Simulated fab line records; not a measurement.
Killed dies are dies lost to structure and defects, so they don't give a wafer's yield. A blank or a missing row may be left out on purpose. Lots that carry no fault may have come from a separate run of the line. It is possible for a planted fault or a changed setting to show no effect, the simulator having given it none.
Problem report, 8D (eight disciplines) form, completed by code + flow nand_harc + the parts of the form that need people (team, actions taken, sign-off) are left out

## 1. WHAT IS WRONG
A mean of 674 is read at NHARC_END_SORT_01 for killed_at_array, taken on 1 wafer of 1 lot, against 27 (standard deviation 11) on wafers free of any fault. That puts it +59 standard deviations away from the usual mean.
Seen first at day 23 15:14 on prober-02, wafer L253.5. The record holds 3 wafers of 1 lot with a number at this step. Rule for "out" (also "out of limits"): further than 4 standard deviations from the usual mean. All remaining wafers that have a number are taken as sound.

## 2. WHAT IT IS, AND WHAT IT ISN'T
| question                    | is                           | is not                                             |
|-----------------------------|------------------------------|----------------------------------------------------|
| which readings at this step | killed_at_array, killed_dies | killed_at_other, killed_at_periphery, killed_short |
| which lots                  | L253                         | -                                                  |
| which wafers of those lots  | L253.5                       | L253.1, L253.2                                     |
| read on which gauges        | prober-02                    | -                                                  |
| when                        | from day 23 15:14            | up to then (2 sound wafers)                        |

## 3. SUSPECTS, AND WHAT RULES EACH OUT
Counting: if a tool at a process step up to the reading ran every lot that is out, it stays a suspect. Sound lots after the first of them don't rule it out here, since some wafers of a struck lot are sound.
- the gauge at NHARC_END_SORT_01 is ruled out. All the wafers that are out were read on prober-02, but those of them that NHARC_A_CONTACT_ETCH_51 has rows for are out there too, on other tools.
- rie_si-01 at NHARC_A_WL_FILL_ETCHBACK_26 (etches the open film in HBr, target depth 52 nm, time 13.3 s): kept. It ran the lot that is out, L253 (day 19 18:20).
- rie_diel-01 at NHARC_A_CONTACT_ETCH_51 (etches the open film in O2/COS, target depth 3600 nm, time 936 s): kept. It ran the lot that is out, L253 (day 20 09:27). Out on those wafers are its own readings of oes_product_au.
- har_cap_etch-03 at NHARC_A_CONTACT_ETCH_118 (etches the open film in C4F8/O2/Ar, time 94 s, target depth 922 nm): kept. It ran the lot that is out, L253 (day 20 10:52).
- Within rie_diel-01 at NHARC_A_CONTACT_ETCH_51: the wafers that are out ran in chamber 1; their sound lot-mates ran in chambers 0, 2.
The count leaves rie_si-01 at NHARC_A_WL_FILL_ETCHBACK_26, rie_diel-01 at NHARC_A_CONTACT_ETCH_51, and har_cap_etch-03 at NHARC_A_CONTACT_ETCH_118.

## 4. THE CAUSE (what the simulator had put in)
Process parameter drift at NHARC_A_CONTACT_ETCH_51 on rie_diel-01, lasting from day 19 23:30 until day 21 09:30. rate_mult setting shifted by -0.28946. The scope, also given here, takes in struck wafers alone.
After counting, 3 suspects remain, this tool included.

## 5. THE EFFECT CHAIN, in route order
Rows list readings where the struck wafers' mean (over those with a number) sits beyond 3 standard deviations from the usual. Only readings for which the record gives a usual standard deviation are gone through. hours: the time from each lot's start at the first step in this table that gives one to its start at this step, as a median over the lots. sigmas: the change in usual standard deviations.
| hours | step                    | reading         | usual      | on struck wafers | change | sigmas |
|-------|-------------------------|-----------------|------------|------------------|--------|--------|
| 0     | NHARC_A_CONTACT_ETCH_51 | oes_product_au  | 1.000 a.u. | 0.806            | -0.194 | -21    |
| 78    | NHARC_END_SORT_01       | killed_at_array | 27         | 674              | +647   | +59    |
| 78    | NHARC_END_SORT_01       | killed_dies     | 31         | 677              | +646   | +54    |
The process steps in it:
- NHARC_A_CONTACT_ETCH_51: etches the open film in O2/COS, target depth 3600 nm, time 936 s.

## 6. WHAT WOULD HAVE CAUGHT IT SOONER
88 hours passed between the start of the fault at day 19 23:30 and the first reading out of limits at a measuring or inspecting step in this record, taken at day 23 15:14.
Tool's own readings at NHARC_A_CONTACT_ETCH_51, oes_product_au: out on all struck wafers the step has rows for; an alarm limit on them would have tripped on the first.
The start of NHARC_A_CONTACT_ETCH_51 on rie_diel-01 came by day 23 15:14 for every one of the lots that are out (1). Holding the tool at that point would not have protected any of them.
